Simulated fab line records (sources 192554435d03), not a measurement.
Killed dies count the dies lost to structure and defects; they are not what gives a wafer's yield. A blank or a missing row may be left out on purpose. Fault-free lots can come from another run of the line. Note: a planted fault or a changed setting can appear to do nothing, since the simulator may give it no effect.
A sampling plan put to the test :: flow n5 finfet :: one fab line, 44 faults that these records tell of, each judged on the records of the lots that it struck; 1 more is left out, because the records don't allow judging it
The line's own looks make up the plan; these are the steps of the route where a gauge or inspection reads the wafer and leaves it unchanged. Where struck wafers have a number at a look and the file lists that look's usual mean and standard deviation on fault-free wafers, the look can be judged. Caught: 4 or more of those standard deviations (sigma) separate the usual mean from the mean of the struck wafers at a look after the fault's first step. On the tool: the test repeated on the tool's own readings taken at the fault's steps. Another recipe on the struck wafers, or a record that is blank for them alone, also counts as caught.

## THE FAULTS, as the simulator had put them in
1. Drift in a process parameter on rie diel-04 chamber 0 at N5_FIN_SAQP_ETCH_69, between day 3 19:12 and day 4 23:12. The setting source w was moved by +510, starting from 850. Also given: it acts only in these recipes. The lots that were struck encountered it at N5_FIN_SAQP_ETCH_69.
2. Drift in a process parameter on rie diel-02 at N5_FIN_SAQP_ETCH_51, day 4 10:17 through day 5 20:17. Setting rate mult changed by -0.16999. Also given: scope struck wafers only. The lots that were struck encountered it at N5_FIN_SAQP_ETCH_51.
3. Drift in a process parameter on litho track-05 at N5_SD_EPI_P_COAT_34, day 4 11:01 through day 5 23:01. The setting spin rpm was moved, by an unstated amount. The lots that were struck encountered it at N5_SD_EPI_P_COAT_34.
4. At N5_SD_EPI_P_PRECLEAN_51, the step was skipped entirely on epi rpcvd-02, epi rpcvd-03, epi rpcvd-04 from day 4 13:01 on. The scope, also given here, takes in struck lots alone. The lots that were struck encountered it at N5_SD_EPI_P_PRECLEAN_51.
5. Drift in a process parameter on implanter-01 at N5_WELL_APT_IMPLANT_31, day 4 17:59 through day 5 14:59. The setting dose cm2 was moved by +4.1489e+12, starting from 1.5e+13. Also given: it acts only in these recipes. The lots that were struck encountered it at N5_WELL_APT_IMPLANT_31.
6. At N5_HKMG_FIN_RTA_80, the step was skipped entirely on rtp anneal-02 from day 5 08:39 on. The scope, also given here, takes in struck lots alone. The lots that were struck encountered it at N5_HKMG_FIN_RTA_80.
7. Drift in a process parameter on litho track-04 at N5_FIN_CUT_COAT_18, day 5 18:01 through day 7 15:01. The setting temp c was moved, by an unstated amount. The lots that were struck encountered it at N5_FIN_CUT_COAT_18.
8. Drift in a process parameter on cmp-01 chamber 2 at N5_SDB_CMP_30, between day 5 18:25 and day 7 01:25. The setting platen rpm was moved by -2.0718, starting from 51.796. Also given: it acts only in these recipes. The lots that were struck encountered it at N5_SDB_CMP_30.
9. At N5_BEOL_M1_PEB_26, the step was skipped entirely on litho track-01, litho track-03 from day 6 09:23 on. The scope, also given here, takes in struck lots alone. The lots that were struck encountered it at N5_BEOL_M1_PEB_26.
10. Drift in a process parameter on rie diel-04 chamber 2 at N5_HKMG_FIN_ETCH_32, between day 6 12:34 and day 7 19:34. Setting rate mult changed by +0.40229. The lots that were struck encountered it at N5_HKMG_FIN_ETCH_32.
11. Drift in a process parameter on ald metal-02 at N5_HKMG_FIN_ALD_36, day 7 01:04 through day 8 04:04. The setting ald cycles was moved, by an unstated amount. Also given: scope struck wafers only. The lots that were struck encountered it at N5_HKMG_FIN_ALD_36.
12. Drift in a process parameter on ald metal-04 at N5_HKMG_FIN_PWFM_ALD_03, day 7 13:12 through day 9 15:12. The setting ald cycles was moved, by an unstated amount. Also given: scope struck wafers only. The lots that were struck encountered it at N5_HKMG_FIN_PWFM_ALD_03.
13. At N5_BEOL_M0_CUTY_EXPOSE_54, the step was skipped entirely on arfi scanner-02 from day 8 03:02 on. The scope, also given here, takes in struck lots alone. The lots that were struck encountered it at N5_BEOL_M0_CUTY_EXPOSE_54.
14. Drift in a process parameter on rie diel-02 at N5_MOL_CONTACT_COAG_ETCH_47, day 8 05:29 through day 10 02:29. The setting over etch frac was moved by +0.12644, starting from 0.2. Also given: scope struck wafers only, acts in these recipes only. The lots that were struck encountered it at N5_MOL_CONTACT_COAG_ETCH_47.
15. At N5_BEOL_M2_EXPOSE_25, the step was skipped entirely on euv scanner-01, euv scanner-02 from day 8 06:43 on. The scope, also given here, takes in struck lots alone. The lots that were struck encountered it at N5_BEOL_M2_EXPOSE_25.
16. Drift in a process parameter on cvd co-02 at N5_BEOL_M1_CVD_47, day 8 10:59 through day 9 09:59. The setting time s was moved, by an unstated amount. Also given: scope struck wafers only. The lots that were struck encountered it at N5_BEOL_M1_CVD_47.
17. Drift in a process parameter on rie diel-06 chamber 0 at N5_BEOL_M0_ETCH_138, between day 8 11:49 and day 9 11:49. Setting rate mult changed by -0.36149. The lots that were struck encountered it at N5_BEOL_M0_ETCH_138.
18. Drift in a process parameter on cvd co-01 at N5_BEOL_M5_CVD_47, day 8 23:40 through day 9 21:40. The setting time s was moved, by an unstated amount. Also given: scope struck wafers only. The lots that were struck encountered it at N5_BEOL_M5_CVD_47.
19. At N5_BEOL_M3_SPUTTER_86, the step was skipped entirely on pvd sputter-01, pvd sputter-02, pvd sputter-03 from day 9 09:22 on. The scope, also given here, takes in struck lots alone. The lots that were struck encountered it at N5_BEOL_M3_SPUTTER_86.
20. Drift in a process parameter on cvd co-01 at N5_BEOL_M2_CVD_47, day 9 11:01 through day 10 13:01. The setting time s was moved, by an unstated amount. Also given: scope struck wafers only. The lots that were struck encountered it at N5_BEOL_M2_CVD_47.
21. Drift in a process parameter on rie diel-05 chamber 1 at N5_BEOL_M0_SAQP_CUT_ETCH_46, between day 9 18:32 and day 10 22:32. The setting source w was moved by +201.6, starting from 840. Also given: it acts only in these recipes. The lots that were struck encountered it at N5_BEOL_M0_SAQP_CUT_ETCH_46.
22. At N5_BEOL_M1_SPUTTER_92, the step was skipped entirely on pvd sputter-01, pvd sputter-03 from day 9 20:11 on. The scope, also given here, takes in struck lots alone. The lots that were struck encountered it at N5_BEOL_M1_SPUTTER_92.
23. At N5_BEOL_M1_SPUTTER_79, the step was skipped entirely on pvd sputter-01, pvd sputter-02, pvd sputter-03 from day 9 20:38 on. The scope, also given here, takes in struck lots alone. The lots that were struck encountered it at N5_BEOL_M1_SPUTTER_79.
24. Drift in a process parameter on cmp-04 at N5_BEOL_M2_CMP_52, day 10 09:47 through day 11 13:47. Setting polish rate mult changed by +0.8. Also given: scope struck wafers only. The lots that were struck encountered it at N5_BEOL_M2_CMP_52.
25. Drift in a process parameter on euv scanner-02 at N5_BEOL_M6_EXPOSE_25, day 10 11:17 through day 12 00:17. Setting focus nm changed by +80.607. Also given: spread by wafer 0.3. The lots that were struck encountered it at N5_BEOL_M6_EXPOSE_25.
26. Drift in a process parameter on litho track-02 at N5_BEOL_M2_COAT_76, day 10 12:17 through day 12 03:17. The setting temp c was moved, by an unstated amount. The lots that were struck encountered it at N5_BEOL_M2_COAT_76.
27. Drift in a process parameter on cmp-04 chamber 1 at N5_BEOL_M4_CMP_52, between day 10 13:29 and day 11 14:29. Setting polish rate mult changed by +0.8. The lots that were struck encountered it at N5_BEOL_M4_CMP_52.
28. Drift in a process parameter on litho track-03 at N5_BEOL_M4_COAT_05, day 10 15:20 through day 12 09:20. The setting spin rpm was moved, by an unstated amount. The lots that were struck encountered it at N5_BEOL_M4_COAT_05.
29. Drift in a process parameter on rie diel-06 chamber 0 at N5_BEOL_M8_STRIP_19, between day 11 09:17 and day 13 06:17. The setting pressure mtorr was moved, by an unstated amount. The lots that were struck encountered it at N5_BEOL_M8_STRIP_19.
30. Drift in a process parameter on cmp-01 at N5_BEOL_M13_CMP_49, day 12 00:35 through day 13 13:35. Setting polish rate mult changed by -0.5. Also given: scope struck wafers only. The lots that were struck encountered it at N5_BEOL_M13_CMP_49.
31. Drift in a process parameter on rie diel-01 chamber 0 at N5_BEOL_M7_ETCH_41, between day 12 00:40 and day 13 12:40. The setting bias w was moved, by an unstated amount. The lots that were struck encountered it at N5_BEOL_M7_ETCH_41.
32. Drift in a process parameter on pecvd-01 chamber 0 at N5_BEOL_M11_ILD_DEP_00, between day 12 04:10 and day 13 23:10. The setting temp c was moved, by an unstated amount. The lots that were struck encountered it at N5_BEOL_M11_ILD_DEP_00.
33. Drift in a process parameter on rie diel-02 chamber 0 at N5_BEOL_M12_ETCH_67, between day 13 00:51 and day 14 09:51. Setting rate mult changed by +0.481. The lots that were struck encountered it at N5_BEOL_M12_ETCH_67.
34. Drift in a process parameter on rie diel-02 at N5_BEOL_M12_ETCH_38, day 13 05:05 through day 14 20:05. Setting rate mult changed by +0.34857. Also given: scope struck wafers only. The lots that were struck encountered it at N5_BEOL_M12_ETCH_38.
35. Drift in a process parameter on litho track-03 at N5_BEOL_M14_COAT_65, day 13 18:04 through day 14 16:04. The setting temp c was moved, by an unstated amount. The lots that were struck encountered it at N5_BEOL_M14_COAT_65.
36. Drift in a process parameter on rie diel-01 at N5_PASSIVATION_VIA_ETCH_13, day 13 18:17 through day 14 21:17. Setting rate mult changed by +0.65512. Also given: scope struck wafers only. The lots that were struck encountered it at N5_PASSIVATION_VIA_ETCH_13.
37. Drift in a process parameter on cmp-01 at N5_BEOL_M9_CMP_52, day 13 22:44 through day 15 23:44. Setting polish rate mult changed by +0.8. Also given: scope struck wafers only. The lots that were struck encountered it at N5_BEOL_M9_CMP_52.
38. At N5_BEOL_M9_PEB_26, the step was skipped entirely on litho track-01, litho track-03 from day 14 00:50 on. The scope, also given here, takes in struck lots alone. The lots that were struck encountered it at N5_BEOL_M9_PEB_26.
39. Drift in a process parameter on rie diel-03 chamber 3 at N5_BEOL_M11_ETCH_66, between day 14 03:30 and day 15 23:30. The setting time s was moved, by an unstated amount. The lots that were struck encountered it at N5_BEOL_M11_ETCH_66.
40. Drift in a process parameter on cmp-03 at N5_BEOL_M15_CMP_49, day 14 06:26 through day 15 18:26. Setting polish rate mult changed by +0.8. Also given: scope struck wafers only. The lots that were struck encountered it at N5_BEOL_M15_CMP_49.
41. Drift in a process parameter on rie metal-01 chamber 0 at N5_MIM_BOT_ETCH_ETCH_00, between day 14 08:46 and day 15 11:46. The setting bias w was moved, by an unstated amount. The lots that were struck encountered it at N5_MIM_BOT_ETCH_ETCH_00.
42. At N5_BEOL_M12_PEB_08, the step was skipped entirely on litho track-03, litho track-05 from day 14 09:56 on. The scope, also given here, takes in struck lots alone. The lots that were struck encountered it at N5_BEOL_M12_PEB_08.
43. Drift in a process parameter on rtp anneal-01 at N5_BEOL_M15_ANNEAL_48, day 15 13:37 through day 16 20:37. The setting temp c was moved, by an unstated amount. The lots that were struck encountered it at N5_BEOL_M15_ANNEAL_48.
44. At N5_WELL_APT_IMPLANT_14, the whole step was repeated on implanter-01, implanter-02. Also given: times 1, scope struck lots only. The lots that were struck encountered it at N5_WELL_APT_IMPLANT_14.

## WHAT THE PLAN SAW
fault: 1
on the tool itself: rf fwd power W +99 or beyond sigma
first look that catches it: no look after it can be judged
reading, sigma: -
median hours from its first step to that look: -
hours from the fault's start to the first struck lot there: -
judged looks passed uncaught: 0

fault: 2
on the tool itself: etch rf on time s +9.7 sigma
first look that catches it: no look after it can be judged
reading, sigma: -
median hours from its first step to that look: -
hours from the fault's start to the first struck lot there: -
judged looks passed uncaught: 0

fault: 3
on the tool itself: spin speed rpm -99 or beyond sigma
first look that catches it: no look after it can be judged
reading, sigma: -
median hours from its first step to that look: -
hours from the fault's start to the first struck lot there: -
judged looks passed uncaught: 0

fault: 4
on the tool itself: the tool's record is blank for the struck wafers
first look that catches it: no look after it can be judged
reading, sigma: -
median hours from its first step to that look: -
hours from the fault's start to the first struck lot there: -
judged looks passed uncaught: 0

fault: 5
on the tool itself: dose ions cm2 +99 or beyond sigma
first look that catches it: no look after it can be judged
reading, sigma: -
median hours from its first step to that look: -
hours from the fault's start to the first struck lot there: -
judged looks passed uncaught: 0

fault: 6
on the tool itself: the tool's record is blank for the struck wafers
first look that catches it: no look after it can be judged
reading, sigma: -
median hours from its first step to that look: -
hours from the fault's start to the first struck lot there: -
judged looks passed uncaught: 0

fault: 7
on the tool itself: plate temp C -40 sigma
first look that catches it: not the one look that can be judged after it
reading, sigma: -
median hours from its first step to that look: -
hours from the fault's start to the first struck lot there: -
judged looks passed uncaught: 1

fault: 8
on the tool itself: platen rpm -60 sigma
first look that catches it: no look after it can be judged
reading, sigma: -
median hours from its first step to that look: -
hours from the fault's start to the first struck lot there: -
judged looks passed uncaught: 0

fault: 9
on the tool itself: the tool's record is blank for the struck wafers
first look that catches it: no look after it can be judged
reading, sigma: -
median hours from its first step to that look: -
hours from the fault's start to the first struck lot there: -
judged looks passed uncaught: 0

fault: 10
on the tool itself: only faintly: oes product au +3.7 sigma
first look that catches it: no look after it can be judged
reading, sigma: -
median hours from its first step to that look: -
hours from the fault's start to the first struck lot there: -
judged looks passed uncaught: 0

fault: 11
on the tool itself: under 2 sigma
first look that catches it: none of the 2 looks that can be judged after it
reading, sigma: strongest: raw defect count at N5_HKMG_FIN_INSPECT_14, +2.1
median hours from its first step to that look: -
hours from the fault's start to the first struck lot there: -
judged looks passed uncaught: 2

fault: 12
on the tool itself: under 2 sigma
first look that catches it: no look after it can be judged
reading, sigma: -
median hours from its first step to that look: -
hours from the fault's start to the first struck lot there: -
judged looks passed uncaught: 0

fault: 13
on the tool itself: no reading that can be judged
first look that catches it: no look after it can be judged
reading, sigma: -
median hours from its first step to that look: -
hours from the fault's start to the first struck lot there: -
judged looks passed uncaught: 0

fault: 14
on the tool itself: etch rf on time s +6.6 sigma
first look that catches it: no look after it can be judged
reading, sigma: -
median hours from its first step to that look: -
hours from the fault's start to the first struck lot there: -
judged looks passed uncaught: 0

fault: 15
on the tool itself: no reading that can be judged
first look that catches it: no look after it can be judged
reading, sigma: -
median hours from its first step to that look: -
hours from the fault's start to the first struck lot there: -
judged looks passed uncaught: 0

fault: 16
on the tool itself: run length s +4.9 sigma
first look that catches it: not the one look that can be judged after it
reading, sigma: -
median hours from its first step to that look: -
hours from the fault's start to the first struck lot there: -
judged looks passed uncaught: 1

fault: 17
on the tool itself: etch rf on time s +23 sigma
first look that catches it: none of the 2 looks that can be judged after it
reading, sigma: -
median hours from its first step to that look: -
hours from the fault's start to the first struck lot there: -
judged looks passed uncaught: 2

fault: 18
on the tool itself: run length s +4.4 sigma
first look that catches it: no look after it can be judged
reading, sigma: -
median hours from its first step to that look: -
hours from the fault's start to the first struck lot there: -
judged looks passed uncaught: 0

fault: 19
on the tool itself: the tool's record is blank for the struck wafers
first look that catches it: not the one look that can be judged after it
reading, sigma: -
median hours from its first step to that look: -
hours from the fault's start to the first struck lot there: -
judged looks passed uncaught: 1

fault: 20
on the tool itself: run length s +99 or beyond sigma
first look that catches it: not the one look that can be judged after it
reading, sigma: -
median hours from its first step to that look: -
hours from the fault's start to the first struck lot there: -
judged looks passed uncaught: 1

fault: 21
on the tool itself: rf fwd power W +75 sigma
first look that catches it: not the one look that can be judged after it
reading, sigma: -
median hours from its first step to that look: -
hours from the fault's start to the first struck lot there: -
judged looks passed uncaught: 1

fault: 22
on the tool itself: the tool's record is blank for the struck wafers
first look that catches it: not the one look that can be judged after it
reading, sigma: -
median hours from its first step to that look: -
hours from the fault's start to the first struck lot there: -
judged looks passed uncaught: 1

fault: 23
on the tool itself: the tool's record is blank for the struck wafers
first look that catches it: not the one look that can be judged after it
reading, sigma: -
median hours from its first step to that look: -
hours from the fault's start to the first struck lot there: -
judged looks passed uncaught: 1

fault: 24
on the tool itself: barrier field endpoint s -20 sigma
first look that catches it: none of the 2 looks that can be judged after it
reading, sigma: -
median hours from its first step to that look: -
hours from the fault's start to the first struck lot there: -
judged looks passed uncaught: 2

fault: 25
on the tool itself: exposure dose mJ cm2 -12 sigma
first look that catches it: no look after it can be judged
reading, sigma: -
median hours from its first step to that look: -
hours from the fault's start to the first struck lot there: -
judged looks passed uncaught: 0

fault: 26
on the tool itself: plate temp C -99 or beyond sigma
first look that catches it: not the one look that can be judged after it
reading, sigma: -
median hours from its first step to that look: -
hours from the fault's start to the first struck lot there: -
judged looks passed uncaught: 1

fault: 27
on the tool itself: barrier field endpoint s -18 sigma
first look that catches it: no look after it can be judged
reading, sigma: -
median hours from its first step to that look: -
hours from the fault's start to the first struck lot there: -
judged looks passed uncaught: 0

fault: 28
on the tool itself: spin speed rpm +99 or beyond sigma
first look that catches it: none of the 2 looks that can be judged after it
reading, sigma: -
median hours from its first step to that look: -
hours from the fault's start to the first struck lot there: -
judged looks passed uncaught: 2

fault: 29
on the tool itself: chamber pressure mTorr -99 or beyond sigma
first look that catches it: no look after it can be judged
reading, sigma: -
median hours from its first step to that look: -
hours from the fault's start to the first struck lot there: -
judged looks passed uncaught: 0

fault: 30
on the tool itself: overpolish run s -99 or beyond sigma
first look that catches it: N5_BEOL_M13_THK_MEAS_50
reading, sigma: M13_THK +56
median hours from its first step to that look: 0.2
hours from the fault's start to the first struck lot there: 4
judged looks passed uncaught: 0

fault: 31
on the tool itself: bias w -47 sigma
first look that catches it: no look after it can be judged
reading, sigma: -
median hours from its first step to that look: -
hours from the fault's start to the first struck lot there: -
judged looks passed uncaught: 0

fault: 32
on the tool itself: susceptor temp C +70 sigma
first look that catches it: N5_BEOL_M11_THK_MEAS_01
reading, sigma: M11_ILD_THK -6.4
median hours from its first step to that look: 0.6
hours from the fault's start to the first struck lot there: 8
judged looks passed uncaught: 0

fault: 33
on the tool itself: etch rf on time s -18 sigma
first look that catches it: no look after it can be judged
reading, sigma: -
median hours from its first step to that look: -
hours from the fault's start to the first struck lot there: -
judged looks passed uncaught: 0

fault: 34
on the tool itself: only faintly: oes product au +3.5 sigma
first look that catches it: no look after it can be judged
reading, sigma: -
median hours from its first step to that look: -
hours from the fault's start to the first struck lot there: -
judged looks passed uncaught: 0

fault: 35
on the tool itself: plate temp C -41 sigma
first look that catches it: not the one look that can be judged after it
reading, sigma: -
median hours from its first step to that look: -
hours from the fault's start to the first struck lot there: -
judged looks passed uncaught: 1

fault: 36
on the tool itself: etch rf on time s -22 sigma
first look that catches it: no look after it can be judged
reading, sigma: -
median hours from its first step to that look: -
hours from the fault's start to the first struck lot there: -
judged looks passed uncaught: 0

fault: 37
on the tool itself: barrier field endpoint s -22 sigma
first look that catches it: not the one look that can be judged after it
reading, sigma: -
median hours from its first step to that look: -
hours from the fault's start to the first struck lot there: -
judged looks passed uncaught: 1

fault: 38
on the tool itself: the tool's record is blank for the struck wafers
first look that catches it: no look after it can be judged
reading, sigma: -
median hours from its first step to that look: -
hours from the fault's start to the first struck lot there: -
judged looks passed uncaught: 0

fault: 39
on the tool itself: run length s +99 or beyond sigma
first look that catches it: no look after it can be judged
reading, sigma: -
median hours from its first step to that look: -
hours from the fault's start to the first struck lot there: -
judged looks passed uncaught: 0

fault: 40
on the tool itself: barrier field endpoint s -17 sigma
first look that catches it: no look after it can be judged
reading, sigma: -
median hours from its first step to that look: -
hours from the fault's start to the first struck lot there: -
judged looks passed uncaught: 0

fault: 41
on the tool itself: bias w +99 or beyond sigma
first look that catches it: no look after it can be judged
reading, sigma: -
median hours from its first step to that look: -
hours from the fault's start to the first struck lot there: -
judged looks passed uncaught: 0

fault: 42
on the tool itself: the tool's record is blank for the struck wafers
first look that catches it: no look after it can be judged
reading, sigma: -
median hours from its first step to that look: -
hours from the fault's start to the first struck lot there: -
judged looks passed uncaught: 0

fault: 43
on the tool itself: wafer_temp_C_max +9.4 sigma
first look that catches it: no look after it can be judged
reading, sigma: -
median hours from its first step to that look: -
hours from the fault's start to the first struck lot there: -
judged looks passed uncaught: 0

fault: 44
on the tool itself: no reading that can be judged
first look that catches it: not the one look that can be judged after it
reading, sigma: -
median hours from its first step to that look: -
hours from the fault's start to the first struck lot there: -
judged looks passed uncaught: 1
A dash: the fault is not caught, or the number is missing from these records.

Caught at a look: 2 of 44. Caught on the tool: 37 of 44. By one or the other: 37 of 44.
Faults caught by the tool alone: 1, 2, 3, 4, 5, 6, 7, 8, 9, 14, 16, 17, 18, 19, 20, 21, 22, 23, 24, 25, 26, 27, 28, 29, 31, 33, 35, 36, 37, 38, 39, 40, 41, 42, 43.
Caught by neither: faults 10, 11, 12, 13, 15, 34, 44.

## THINNER SAMPLING
If the look that catches a fault measured only every second or every third lot, by lot number, the first struck lot would be measured this late in the worst case:
fault: 30
struck lots at that look, in order of time: L121, L122
every lot: 4 h
every second lot: 12 h
every third lot: may miss all 2

fault: 32
struck lots at that look, in order of time: L514, L516
every lot: 8 h
every second lot: may miss all 2
every third lot: may miss all 2
Hours: fault start to first struck lot measured. The test against the limit of 4 sigma pooled every struck wafer, which means one lot taken alone may stay below that limit. Other struck lots may not be in these records.

## THE LONGEST TIMED WAY FROM STEP TO LOOK
Fault 32: a median of 0.6 hours passes between N5_BEOL_M11_ILD_DEP_00 and N5_BEOL_M11_THK_MEAS_01. No look between them can be judged.
